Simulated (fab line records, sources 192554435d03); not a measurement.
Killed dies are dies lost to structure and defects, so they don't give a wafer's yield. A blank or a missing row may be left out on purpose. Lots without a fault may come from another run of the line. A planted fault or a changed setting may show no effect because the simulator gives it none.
Chamber matching | flow n5_finfet | N5_BEOL_M9_CURE_72 on uv_cure-01: 3 sister chambers
The step cures SiCOH lowk, time 120 s. 3 wafers are shown with their chamber, then 8 later ones without.

WAFERS WITH THEIR CHAMBER
wafer  | chamber | wafer_temp_C_max
L080.6 | 1       | 371.3
L088.5 | 2       | 372.3
L089.2 | 0       | 371.3

WAFERS WITHOUT THEIR CHAMBER
wafer  | wafer_temp_C_max
L089.4 | 372.2
L089.6 | 371.9
L094.4 | 372.4
L094.5 | 372.5
L094.6 | 372.4
L096.1 | 371.6
L096.2 | 371.8
L096.3 | 371.4

WHICH CHAMBER EACH WENT THROUGH
wafer  | from the rows above          | in truth
L089.4 | 2                            | 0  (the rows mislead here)
L089.6 | can't be placed: 2 or 0 or 1 | 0
L094.4 | 2                            | 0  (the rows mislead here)
L094.5 | 2                            | 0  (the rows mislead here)
L094.6 | 2                            | 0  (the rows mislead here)
L096.1 | can't be placed: 0 or 1 or 2 | 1
L096.2 | can't be placed: 0 or 1 or 2 | 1
L096.3 | can't be placed: 0 or 1      | 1
Placed correctly: 0 of 8. Can't be placed from these rows: 4 (the true chamber is among the candidates in 4). Placed wrongly: 4.
How it was worked out, from the rows above alone: a wafer's distance from a chamber is the root of the sum, over the readings, of the square of ((its reading less the chamber's mean) divided by the reading's scatter). The wafer belongs to the nearest chamber; if the next one is less than 2 further off, it can't be placed. A chamber's mean is the mean of its shown wafers. The scatter: with one shown wafer a chamber, the root of the mean of the squares of how far each hidden wafer lies from its nearest shown one.
